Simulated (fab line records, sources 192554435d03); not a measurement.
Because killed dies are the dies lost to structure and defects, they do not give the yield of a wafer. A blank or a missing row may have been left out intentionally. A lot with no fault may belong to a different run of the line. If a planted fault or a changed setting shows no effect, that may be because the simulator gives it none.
Split-lot trial | flow n5-finfet | 21 wafers read from 7 lots, route of 1938 steps

== SPLIT DETAILS ==
At N5_ZERO_LAYER_EXPOSE_08 (exposes mask ZERO, defocus 0 nm, target cd 2000 nm), the setting dose-mj was moved away from the recipe's 16.2 on 9 of the 21 wafers read, by -6.2% to +4.4%. All remaining wafers had this setting at the recipe value.

== FROM THE SPLIT TO THE READING: what the file shows between them, 3 steps ==
- N5_ZERO_LAYER_PEB_09
- N5_ZERO_LAYER_DEVELOP_10: develop time 60 s
- N5_ZERO_LAYER_HARDBAKE_23: time 120 s

== THE READING ==
At N5_ZERO_LAYER_CD_MEAS_11: cd-nm in nanometres, against a target cd of 2000 nm. On this fab line, fault-free wafers typically give 2000.6 nm with a standard deviation of 1.4 nm.

wafer  | tool, chamber at the split | dose-mj as run | against the recipe | cd-nm, nm | against lot-mates on the recipe
L079.3 | krf-scanner-02, 0          | 15.19          | -6.2%              | 1987.1    | -12.2
L079.5 | krf-scanner-02, 0          | 15.19          | -6.2%              | 1989.6    | -9.7
L079.6 | krf-scanner-02, 0          | 16.2           | recipe             | 1999.3    | -
L081.2 | krf-scanner-02, 0          | 16.2           | recipe             | 2001.3    | -
L081.4 | krf-scanner-02, 0          | 15.76          | -2.7%              | 1996.7    | -4.6
L081.6 | krf-scanner-02, 0          | 15.76          | -2.7%              | 1994.7    | -6.6
L087.2 | krf-scanner-02, 0          | 16.2           | recipe             | 1999.9    | -
L087.3 | krf-scanner-02, 0          | 15.88          | -2.0%              | 1998.1    | -2.6
L087.6 | krf-scanner-02, 0          | 16.2           | recipe             | 2001.4    | -
L090.1 | krf-scanner-01, 0          | 16.2           | recipe             | 2000.2    | -
L090.2 | krf-scanner-01, 0          | 16.91          | +4.4%              | 2008.7    | +8.5
L090.6 | krf-scanner-01, 0          | 16.91          | +4.4%              | 2011.6    | +11.4
L091.1 | krf-scanner-02, 0          | 16.2           | recipe             | 2000.0    | -
L091.4 | krf-scanner-02, 0          | 16.2           | recipe             | 2001.9    | -
L091.5 | krf-scanner-02, 0          | 16.2           | recipe             | 1997.8    | -
L096.3 | krf-scanner-02, 0          | 16.2           | recipe             | 2001.2    | -
L096.5 | krf-scanner-02, 0          | 16.2           | recipe             | 2001.9    | -
L096.6 | krf-scanner-02, 0          | 16.79          | +3.6%              | 2008.1    | +6.5
L097.3 | krf-scanner-02, 0          | 16.2           | recipe             | 2000.4    | -
L097.4 | krf-scanner-02, 0          | 15.35          | -5.2%              | 1988.6    | -12.1
L097.5 | krf-scanner-02, 0          | 16.2           | recipe             | 2000.9    | -

FIT RESULTS
A straight line over all 21 wafers: cd-nm changes by +2.05 nm for each +1% of dose-mj; r = +0.98; the points scatter about the line by 1.3 nm.
The same after taking each lot's own level away (the mean of its wafers on the recipe; 21 wafers): +1.99 nm for each +1%; r = +0.98; scatter 1.3 nm.
On that fit, the largest move of dose-mj shifts the reading by 12 nm.
The span of the lots' own levels, 1999.30 to 2001.55 nm, comes to 1.6 times the standard deviation stated above.
Hence the lot-to-lot level has little effect on the slope; both slopes agree.
Check: -12.2 nm against its lot-mates is what the line predicts for one of the wafers moved furthest among these (-6.2%) when that wafer is left out of the fit. It came out at -12.2 nm against them.

== THE WHOLE CHAIN: every reading that the file lists as answering this split, in the file's order ==
step                     | what it does             | reading                                                           | change (the file's fit)              | r (the file's)
N5_ZERO_LAYER_CD_MEAS_11 | target cd 2000 nm        | cd-nm                                                             | +1.99 nm for each +1% of the setting | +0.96
N5_ZERO_LAYER_DESCUM_16  | chemistry O2, time 7.9 s | ZERO_LAYER.cd-nm (the simulator's own value, which no gauge read) | +2.03 nm for each +1% of the setting | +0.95

== THE FILE'S OWN FIT ==
cd-nm changes by +1.99 nm for each +1% of dose-mj, r = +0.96.
